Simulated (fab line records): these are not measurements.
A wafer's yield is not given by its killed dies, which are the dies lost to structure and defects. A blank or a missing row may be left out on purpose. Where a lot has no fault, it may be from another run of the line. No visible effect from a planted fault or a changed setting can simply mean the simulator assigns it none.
Chamber matching :: flow n5-finfet :: pecvd-01 running N5_BEOL_M8_DEP_56: 3 sister chambers
The step deposits SiCN from 3MS/NH3, target thk 10 nm, time 17.5 s. 3 wafers are shown with their chamber, then 7 later ones without.

## WAFERS PAIRED WITH THEIR CHAMBERS
wafer: L082.5
chamber: 0
throttle-valve-pct (%): 9.3

wafer: L087.1
chamber: 1
throttle-valve-pct (%): 9.2

wafer: L087.2
chamber: 2
throttle-valve-pct (%): 8.6

## WAFERS WHOSE CHAMBER IS MISSING
wafer: L087.5
throttle-valve-pct (%): 9.1

wafer: L089.2
throttle-valve-pct (%): 8.4

wafer: L089.3
throttle-valve-pct (%): 9.3

wafer: L089.5
throttle-valve-pct (%): 8.4

wafer: L095.2
throttle-valve-pct (%): 9.4

wafer: L095.3
throttle-valve-pct (%): 8.6

wafer: L095.6
throttle-valve-pct (%): 9.4

## EACH ONE'S CHAMBER
wafer: L087.5
from the rows above: can't be placed: 1 or 0
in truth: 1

wafer: L089.2
from the rows above: 2
in truth: 2

wafer: L089.3
from the rows above: can't be placed: 0 or 1
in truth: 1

wafer: L089.5
from the rows above: 2
in truth: 2

wafer: L095.2
from the rows above: can't be placed: 0 or 1
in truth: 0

wafer: L095.3
from the rows above: 2
in truth: 2

wafer: L095.6
from the rows above: can't be placed: 0 or 1
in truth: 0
Correctly placed: 3 of 7. Not placeable from these rows: 4 (in 4, the candidates include the true chamber). Wrongly placed: 0.
How it was worked out, from the rows above alone: a wafer's distance from a chamber is the root of the sum, over the readings, of the square of ((its reading less the chamber's mean) divided by the reading's scatter). If the next closest chamber is less than 2 further off than the closest, the wafer can't be placed; otherwise it belongs to the closest. For every chamber, the mean is computed from those of its wafers that are shown. The scatter: with one shown wafer a chamber, the root of the mean of the squares of how far each hidden wafer lies from its nearest shown one.
